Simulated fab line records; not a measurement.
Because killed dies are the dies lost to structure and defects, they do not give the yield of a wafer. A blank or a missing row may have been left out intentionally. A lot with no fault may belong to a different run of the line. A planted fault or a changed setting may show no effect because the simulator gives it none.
Which tool is to blame? + flow nand_harc + 33 wafers from 11 lots sampled at 5 of the route's 1159 steps

## WHAT THE GAUGES SHOWED, per wafer
NHARC_P_M0_CD_MEAS_09: target cd 90 nm.
| lot  | measured     | on        | cd_nm (nm)     |
|------|--------------|-----------|----------------|
| L343 | day 8 07:22  | cd_sem-03 | 88.9 89.1 90.2 |
| L342 | day 8 07:56  | cd_sem-03 | 90.1 90.1 89.9 |
| L340 | day 8 10:58  | cd_sem-02 | 90.2 89.2 90.0 |
| L346 | day 8 22:10  | cd_sem-03 | 94.3 89.1 90.3 |
| L345 | day 8 22:26  | cd_sem-03 | 93.5 89.9 90.2 |
| L348 | day 9 03:01  | cd_sem-01 | 90.7 91.1 90.6 |
| L351 | day 9 08:56  | cd_sem-02 | 94.0 89.3 89.6 |
| L354 | day 9 18:16  | cd_sem-02 | 90.0 90.0 90.0 |
| L358 | day 10 01:25 | cd_sem-01 | 90.1 90.0 90.2 |
| L357 | day 10 02:00 | cd_sem-01 | 90.7 90.5 91.0 |
| L360 | day 10 15:55 | cd_sem-02 | 90.6 90.2 89.7 |

## WHICH TOOL RAN EACH LOT (tool, then ch and the chambers of the sampled wafers, then the start)
| lot  | NHARC_P_CONTACT_ETCH_36                       | NHARC_P_CONTACT_ETCH_31                       | NHARC_P_CONTACT_DEGAS_38     | NHARC_P_M0_PEB_07                 |
|------|-----------------------------------------------|-----------------------------------------------|------------------------------|-----------------------------------|
| L343 | rie_diel-12 ch 0,1,2, day 8 02:34 or earlier  | rie_diel-12 ch 0,2,3, day 8 02:34 or earlier  | pvd_sputter-03, day 8 02:34  | litho_track-01 ch 0, day 8 07:17  |
| L342 | rie_diel-12 ch 0,2, day 8 03:38 or earlier    | rie_diel-12 ch 0,1,2, day 8 03:38 or earlier  | pvd_sputter-01, day 8 03:38  | litho_track-06 ch 0, day 8 07:52  |
| L340 | rie_diel-12 ch 0,1, day 8 08:43 or earlier    | rie_diel-12 ch 0,3, day 8 08:43 or earlier    | pvd_sputter-02, day 8 08:43  | litho_track-01 ch 0, day 8 10:53  |
| L346 | rie_diel-12 ch 1,2, day 8 16:06 or earlier    | rie_diel-12 ch 2,3, day 8 16:06 or earlier    | pvd_sputter-02, day 8 16:06  | litho_track-01 ch 0, day 8 22:04  |
| L345 | rie_diel-12 ch 1,2,3, day 8 16:30 or earlier  | rie_diel-12 ch 2,3, day 8 16:30 or earlier    | pvd_sputter-01, day 8 16:30  | litho_track-01 ch 0, day 8 22:21  |
| L348 | rie_diel-12 ch 0,1, day 8 20:35 or earlier    | rie_diel-12 ch 1,2,3, day 8 20:35 or earlier  | pvd_sputter-03, day 8 20:35  | litho_track-04 ch 0, day 9 02:56  |
| L351 | rie_diel-12 ch 0,2, day 9 05:08 or earlier    | rie_diel-12 ch 0,1,2, day 9 05:08 or earlier  | pvd_sputter-02, day 9 05:08  | litho_track-01 ch 0, day 9 08:51  |
| L354 | rie_diel-01 ch 0,1,3, day 9 10:01 or earlier  | rie_diel-01 ch 0,1,2, day 9 10:01 or earlier  | pvd_sputter-03, day 9 10:01  | litho_track-06 ch 0, day 9 18:11  |
| L358 | rie_diel-01 ch 0,1,3, day 9 20:42 or earlier  | rie_diel-01 ch 1,2,3, day 9 20:42 or earlier  | pvd_sputter-02, day 9 20:42  | litho_track-04 ch 0, day 10 01:20 |
| L357 | rie_diel-12 ch 1,2,3, day 9 21:10 or earlier  | rie_diel-12 ch 0,3, day 9 21:10 or earlier    | pvd_sputter-02, day 9 21:10  | litho_track-04 ch 0, day 10 01:55 |
| L360 | rie_diel-01 ch 0,1,3, day 10 13:31 or earlier | rie_diel-01 ch 0,2,3, day 10 13:31 or earlier | pvd_sputter-03, day 10 13:31 | litho_track-06 ch 0, day 10 15:51 |
- NHARC_P_CONTACT_ETCH_36: etches the open film in N2/H2, target depth 260 nm, time 406.25 s.
- NHARC_P_CONTACT_ETCH_31: etches the open film in CH3F/O2, target depth 30 nm, time 85.7 s.
- NHARC_P_CONTACT_DEGAS_38: time 60 s.
- NHARC_P_M0_PEB_07: peb time 65 s.

## AS READ BY THE TOOLS THEMSELVES (means over the sampled wafers that have a number; for cases with no such wafer, the mark the record gives instead)
NHARC_P_CONTACT_ETCH_36.
| lot  | tool        | drypump_motor_current_A (A) | oes_product_au (a.u.) | rf_vpp_V (V) | showerhead_plenum_p_Torr (Torr) | throttle_valve_pct (%) |
|------|-------------|-----------------------------|-----------------------|--------------|---------------------------------|------------------------|
| L343 | rie_diel-12 | 5.7                         | 1.006                 | 429.3        | 2.02                            | 14.175                 |
| L342 | rie_diel-12 | 5.4                         | 1.012                 | 429.1        | 1.98                            | 14.158                 |
| L340 | rie_diel-12 | 5.7                         | 1.002                 | 429.8        | 2.03                            | 14.171                 |
| L346 | rie_diel-12 | 6.0                         | 0.996                 | 431.1        | 2.05                            | 14.164                 |
| L345 | rie_diel-12 | 5.9                         | 0.996                 | 432.4        | 2.09                            | 14.171                 |
| L348 | rie_diel-12 | 5.7                         | 1.008                 | 431.1        | 2.03                            | 14.176                 |
| L351 | rie_diel-12 | 5.4                         | 1.005                 | 428.5        | 1.97                            | 14.173                 |
| L354 | rie_diel-01 | 6.0                         | 1.000                 | 429.5        | 2.02                            | 14.174                 |
| L358 | rie_diel-01 | 6.0                         | 0.991                 | 430.5        | 2.02                            | 14.164                 |
| L357 | rie_diel-12 | 5.9                         | 0.996                 | 431.6        | 2.08                            | 14.164                 |
| L360 | rie_diel-01 | 6.1                         | 0.984                 | 430.3        | 2.02                            | 14.177                 |

NHARC_P_CONTACT_ETCH_31.
| lot  | tool        | drypump_motor_current_A (A) | oes_product_au (a.u.) | rf_vpp_V (V) | showerhead_plenum_p_Torr (Torr) | throttle_valve_pct (%) |
|------|-------------|-----------------------------|-----------------------|--------------|---------------------------------|------------------------|
| L343 | rie_diel-12 | 5.5                         | 0.986                 | 244.1        | 2.47                            | 20.662                 |
| L342 | rie_diel-12 | 5.7                         | 0.986                 | 244.2        | 2.43                            | 20.660                 |
| L340 | rie_diel-12 | 5.6                         | 0.985                 | 244.2        | 2.48                            | 20.663                 |
| L346 | rie_diel-12 | 5.7                         | 0.990                 | 246.3        | 2.55                            | 20.667                 |
| L345 | rie_diel-12 | 5.5                         | 0.984                 | 245.2        | 2.46                            | 20.653                 |
| L348 | rie_diel-12 | 5.8                         | 0.983                 | 245.3        | 2.51                            | 20.664                 |
| L351 | rie_diel-12 | 5.7                         | 0.988                 | 244.1        | 2.43                            | 20.664                 |
| L354 | rie_diel-01 | 6.1                         | 0.990                 | 244.5        | 2.49                            | 20.660                 |
| L358 | rie_diel-01 | 6.0                         | 0.973                 | 244.1        | 2.47                            | 20.670                 |
| L357 | rie_diel-12 | 5.6                         | 0.980                 | 244.7        | 2.48                            | 20.674                 |
| L360 | rie_diel-01 | 5.9                         | 0.971                 | 245.4        | 2.52                            | 20.663                 |

NHARC_P_CONTACT_DEGAS_38.
| lot  | tool           | heater_power_w (W) |
|------|----------------|--------------------|
| L343 | pvd_sputter-03 | 444                |
| L342 | pvd_sputter-01 | 488                |
| L340 | pvd_sputter-02 | 502                |
| L346 | pvd_sputter-02 | 548                |
| L345 | pvd_sputter-01 | 520                |
| L348 | pvd_sputter-03 | 436                |
| L351 | pvd_sputter-02 | 517                |
| L354 | pvd_sputter-03 | 429                |
| L358 | pvd_sputter-02 | 549                |
| L357 | pvd_sputter-02 | 470                |
| L360 | pvd_sputter-03 | 437                |

## THE ANSWER, worked out from the rows above alone
Rule: what is usual is taken from the lots themselves. The widest of any qualifying gaps counts: lots, ordered by their means at a reading, are off when they make up no more than a third of the lots, leave a main group of 4 or more, and stand apart from it by 3 or more times the standard deviation of that group's means. A main group whose means are all the same, to the digits that the tables above print for the reading, isn't used. A lot without any number at a reading at which 4 lots or more have one is off too. All remaining lots with rows at the step are treated as sound. First the gauges in route order, then the tools' own readings, where a lot's mean is used as printed above. The first step at which some lot is off is used, and at that step the reading that is off furthest; a lot without a number counts as furthest.
No lot is off at any reading shown: from this, nothing can be told.

## WHAT WAS PUT IN BY THE SIMULATOR
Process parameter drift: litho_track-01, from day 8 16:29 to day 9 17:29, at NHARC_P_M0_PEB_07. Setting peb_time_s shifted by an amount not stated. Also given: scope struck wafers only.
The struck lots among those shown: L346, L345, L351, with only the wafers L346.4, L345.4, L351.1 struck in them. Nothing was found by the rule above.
